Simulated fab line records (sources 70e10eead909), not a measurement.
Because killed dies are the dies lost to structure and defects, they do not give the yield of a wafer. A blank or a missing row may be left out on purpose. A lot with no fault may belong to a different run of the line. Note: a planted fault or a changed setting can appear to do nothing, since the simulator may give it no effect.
Matching of chambers + flow nand harc + NHARC_A_CHANNEL_FILL_D1_ALD_14 on ald hk-02: 4 sister chambers
The step deposits SiO2, target thk 2.5 nm, pulse time 10 s, ald cycles 25. 4 wafers are shown with their chamber, then 9 later ones without.

## WAFERS, EACH WITH ITS CHAMBER
| wafer  | chamber | heater power w (W) |
|--------|---------|--------------------|
| L085.2 | 0       | 464                |
| L087.1 | 3       | 374                |
| L087.5 | 1       | 545                |
| L087.6 | 2       | 475                |

## WAFERS WHOSE CHAMBER IS MISSING
| wafer  | heater power w (W) |
|--------|--------------------|
| L089.2 | 572                |
| L089.4 | 458                |
| L089.5 | 454                |
| L088.1 | 480                |
| L088.3 | 482                |
| L088.4 | 566                |
| L094.2 | 507                |
| L094.3 | 385                |
| L094.5 | 383                |

## THE CHAMBER EACH PASSED THROUGH
| wafer  | from the rows above          | in truth |
|--------|------------------------------|----------|
| L089.2 | 1                            | 1        |
| L089.4 | can't be placed: 0 or 2      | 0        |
| L089.5 | can't be placed: 0 or 2      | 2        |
| L088.1 | can't be placed: 2 or 0      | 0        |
| L088.3 | can't be placed: 2 or 0      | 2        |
| L088.4 | 1                            | 1        |
| L094.2 | can't be placed: 2 or 1 or 0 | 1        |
| L094.3 | 3                            | 3        |
| L094.5 | 3                            | 3        |
Correctly placed: 4 of 9. Not placeable from these rows: 5 (in 5, the candidates include the true chamber). Wrongly placed: 0.
How it was worked out, from the rows above alone: a wafer's distance from a chamber is the root of the sum, over the readings, of the square of ((its reading less the chamber's mean) divided by the reading's scatter). If the next closest chamber is less than 2 further off than the closest, the wafer can't be placed; otherwise it belongs to the closest. For every chamber, the mean is computed from those of its wafers that are shown. The scatter: root of mean squared gap, hidden wafer to nearest shown wafer, with one shown wafer a chamber.
